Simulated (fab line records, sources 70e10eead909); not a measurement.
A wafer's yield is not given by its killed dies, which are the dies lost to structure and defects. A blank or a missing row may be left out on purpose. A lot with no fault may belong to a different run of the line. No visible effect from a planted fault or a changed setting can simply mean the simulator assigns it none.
Comparing a struck lot with a sound one | flow nand_harc | 15 steps out of a route of 1159
Sound: wafers L647.1, L647.3, L647.6. Struck: wafer L652.3. (L652.2, L652.4 of the same lot were not struck and are left out.) The cause comes at the end.
For every step that has rows: the tool of each side, followed by ch and its chambers, followed by its first start. Under that, the readings that differ: sound wafers | struck wafers | difference of the means | sigmas: that difference in standard deviations of wafers without a fault.
alike: readings whose means differ by less than 2 such deviations, and words and numbers that are the same on both sides. not compared: withheld readings, readings that some wafer has no value for, bounds like >300 that may hide the same value, and numbers for which the record gives no deviation and whose values overlap.
A row with sigmas, a row that says differs or no value, or rows on one side alone: a step with any of these is where the two part. Numbers that don't overlap but have no deviation are shown without sigmas and don't part them. A reading missing from all wafers of one side parts the sides only when that side holds two or more wafers.

first, 7 steps without rows for these wafers: NHARC_A_CONTACT_COAT_62 (time 65 s); NHARC_A_CONTACT_COAT_63 (resist thk 90 nm); NHARC_A_CONTACT_SOFTBAKE_64 (time 55 s); NHARC_A_CONTACT_EBR_65; NHARC_A_CONTACT_EXPOSE_66 (exposes mask A CC 2); NHARC_A_CONTACT_PEB_67 (peb time 65 s); NHARC_A_CONTACT_DEVELOP_68 (develop time 35 s).
NHARC_A_CONTACT_CD_MEAS_69: the cd target is 200 nm.
  sound on cd_sem-02 ch 0, day 19 13:26; struck on cd_sem-02 ch 0, day 20 20:25
  alike: cd_nm
NHARC_A_CONTACT_OVL_MEAS_70:
  sound on overlay-01 at day 19 13:32; struck on overlay-01 at day 20 20:31
  alike: overlay_x_nm, overlay_y_nm
NHARC_A_CONTACT_INSPECT_71:
  sound on defect_inspect-01 at day 19 13:34; struck on defect_inspect-02 at day 20 20:32
  alike: raw_defect_count
NHARC_A_CONTACT_DESCUM_74: chemistry O2, time 3 s.
  sound on rie_diel-01 ch 0,1, day 19 13:41; struck on rie_diel-01 ch 3, day 20 20:36
  alike: drypump_motor_current_A, oes_product_au, rf_vpp_V, showerhead_plenum_p_Torr, throttle_valve_pct
  not compared: rf_hours_counter_h
NHARC_A_CONTACT_ETCH_75: etches the open film in CF4, target depth 39 nm, time 65 s.
  sound on rie_diel-01 ch 0,1,2, day 19 13:47; struck on rie_diel-01 ch 0, day 20 20:41
  alike: drypump_motor_current_A, oes_product_au, rf_vpp_V, showerhead_plenum_p_Torr, throttle_valve_pct
  not compared: rf_hours_counter_h
NHARC_A_CONTACT_ETCH_76: etches the open film in N2/H2, target depth 260 nm, time 475.3 s.
  sound on rie_diel-01 ch 0,2,3, day 19 13:51; struck on rie_diel-01 ch 3, day 20 20:47
  reading               | sound             | struck | difference | sigmas
  oes_product_au (a.u.) | 1.003 0.997 0.997 | 0.866  | -0.133     | -16
  alike: drypump_motor_current_A, rf_vpp_V, showerhead_plenum_p_Torr, throttle_valve_pct
  not compared: rf_hours_counter_h
NHARC_A_CONTACT_ETCH_77: etches the open film in CF4/CHF3, target depth 72.6 nm, time 36.3 s.
  sound on rie_diel-01 ch 0,3; struck on rie_diel-01 ch 2
  alike: drypump_motor_current_A, oes_product_au, rf_vpp_V, showerhead_plenum_p_Torr, throttle_valve_pct
  not compared: rf_hours_counter_h
-- the record jumps here: 3 days lie between the struck wafers' starts before and after (it left off in module A_CONTACT and takes up again in module END, whose first step shown is number 1159 of the route) --
NHARC_END_SORT_01:
  sound on prober-02 ch 0, day 22 03:28; struck on prober-01 ch 0, day 23 17:32
  reading         | sound    | struck | difference | sigmas
  killed_at_array | 19 35 37 | 125    | +95        | +10
  killed_dies     | 23 41 47 | 130    | +93        | +10
  alike: killed_at_other, killed_at_periphery, killed_open, killed_short

## WHERE THEY PART
Earliest at NHARC_A_CONTACT_ETCH_76; latest, in this record, at NHARC_END_SORT_01.

WHY: the cause the simulator had injected
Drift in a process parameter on rie_diel-01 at NHARC_A_CONTACT_ETCH_76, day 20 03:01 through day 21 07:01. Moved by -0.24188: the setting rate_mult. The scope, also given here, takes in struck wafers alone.
